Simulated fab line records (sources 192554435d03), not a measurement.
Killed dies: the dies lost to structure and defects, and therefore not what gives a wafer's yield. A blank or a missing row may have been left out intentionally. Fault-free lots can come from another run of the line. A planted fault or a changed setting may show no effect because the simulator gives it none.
Struck lot and sound lot, side by side / flow n5-finfet / 19 out of 1938 route steps
Sound: the wafers L261.1, L261.5, L261.6. Struck: wafer L281.6; the same lot's L281.3 was not struck, so it is left out; see the end for the cause.
For every step that has rows: the tool of each side, followed by ch and its chambers, followed by its first start. Under that, the readings that differ: sound wafers / struck wafers / difference of the means / sigmas: that difference in standard deviations of wafers without a fault.
alike: readings whose means differ by less than 2 such deviations, and words and numbers that are the same on both sides. not compared: withheld readings, readings that some wafer has no value for, bounds like >300 that may hide the same value, and numbers for which the record gives no deviation and whose values overlap.
The two part at a step that has a row with sigmas, a row that says differs or no value, or rows on one side only. Non-overlapping numbers with no deviation appear without sigmas and do not part them. A reading missing from all wafers of one side parts the sides only when that side holds two or more wafers.

first, 9 steps without rows for these wafers: N5_GATE_CUT_COAT_07 (resist thk 30 nm); N5_GATE_CUT_EBR_09; N5_GATE_CUT_SOFTBAKE_08 (time 60 s); N5_GATE_CUT_EXPOSE_10 (exposes mask GATE CUT, target cd 20 nm); N5_GATE_CUT_PEB_11 (peb time 60 s); N5_GATE_CUT_DEVELOP_12 (develop time 30 s); N5_GATE_CUT_DESCUM_18 (chemistry O2, time 7 s); N5_GATE_CUT_ETCH_28 (etches underlayer in N2/H2, target depth 13 nm, time 10.4 s); N5_GATE_CUT_ETCH_36 (etches SiARC in CF4, target depth 13 nm, time 21.7 s).
N5_GATE_CUT_ETCH_37: etches SOC in N2/H2, target depth 60 nm, overetch 12 nm, time 90 s.
  sound on rie-diel-04 ch 0,1,3, day 5 16:40; struck on rie-diel-05 ch 2, day 10 09:46
reading=model.etch.depth-nm (nm); sound=60.28 60.44 60.14; struck=45.61; difference=-14.68; sigmas=
reading=model.SiARC_of_GATE_CUT_COAT_35.thk-nm (nm); sound=6 5.8 5.8; struck=7.4; difference=+1.5; sigmas=
reading=model.GATE_CUT.cd-nm (nm); sound=20 20.2 20; struck=19.4; difference=-0.7; sigmas=
  alike: drypump-motor-current-A, h2-flow-sccm, oes-product-au, rf-vpp-V, showerhead-plenum-p-Torr, throttle-valve-pct
  not compared: rf-hours-counter-h
then, 5 steps without rows for these wafers: N5_GATE_CUT_STRIP_38 (strips in N2/H2); N5_GATE_CUT_STRIP_39 (strips in N2/H2); N5_GATE_CUT_HM_OPEN_40 (chemistry C4F6/O2, target SiO2, target depth 139 nm, time 85.1 s); N5_GATE_CUT_STRIP_41 (strips in CF4); N5_GATE_CUT_STRIP_42 (strips in O2).
N5_GATE_CUT_ETCH_19: etches SiNx in CH3F/O2, target depth 53.7 nm, time 76.7 s.
  sound on rie-diel-04 ch 0,1,3, day 5 16:52; struck on rie-diel-05 ch 2, day 10 09:58
reading=etch-rf-on-time-s (s); sound=76.0 76.1 75.7; struck=191.8; difference=+115.9; sigmas=+72
reading=oes-product-au (a.u.); sound=0.81 0.57 0.59; struck=0.33; difference=-0.33; sigmas=-4
reading=rf-vpp-V (V); sound=304 309 305; struck=290; difference=-16; sigmas=-2
reading=model.GATE_CUT.cd-nm (nm); sound=20.2 20.2 20.2; struck=19.4; difference=-0.8; sigmas=
  alike: drypump-motor-current-A, showerhead-plenum-p-Torr, throttle-valve-pct
  not compared: rf-hours-counter-h
N5_GATE_CUT_CUT_ETCH_53: etches W in SF6/Cl2, target depth 79.2 nm.
  sound on rie-metal-01 ch 0,1, day 5 16:58; struck on rie-metal-01 ch 0, day 10 10:07
reading=etch-rf-on-time-s (s); sound=26.4 26.2 25.8; struck=34.3; difference=+8.2; sigmas=+15
reading=oes-product-au (a.u.); sound=0.53 0.54 0.79; struck=0.21; difference=-0.41; sigmas=-3
reading=throttle-valve-pct (%); sound=29.3 29.3 28.6; struck=27.9; difference=-1.2; sigmas=-3
  alike: drypump-motor-current-A
  not compared: rf-hours-counter-h
N5_GATE_CUT_CUT_ETCH_54: etches TiN in Cl2/BCl3, target depth 96.7 nm.
  sound on rie-metal-01 ch 0,1, day 5 17:02; struck on rie-metal-01 ch 0, day 10 10:14
reading=etch-rf-on-time-s (s); sound=36.9 36.7 36.3; struck=47.9; difference=+11.3; sigmas=+15
reading=oes-product-au (a.u.); sound=0.53 0.54 0.78; struck=0.21; difference=-0.41; sigmas=-3
reading=throttle-valve-pct (%); sound=22.52 22.54 21.88; struck=23.09; difference=+0.78; sigmas=+3
  alike: drypump-motor-current-A
  not compared: rf-hours-counter-h
-- here the record skips 8 days between the struck wafers' starts before and after, leaving off in module GATE_CUT and picking up in module PASSIVATION (first step shown: number 1936 of the route) --
N5_PASSIVATION_PROBE_49:
  record: rows for the struck wafers here (prober-02, day 18 11:38), none for the sound ones

WHERE THEY PART
At N5_GATE_CUT_ETCH_19 first; at N5_PASSIVATION_PROBE_49 last (within this record only).

WHY: what the simulator had put in
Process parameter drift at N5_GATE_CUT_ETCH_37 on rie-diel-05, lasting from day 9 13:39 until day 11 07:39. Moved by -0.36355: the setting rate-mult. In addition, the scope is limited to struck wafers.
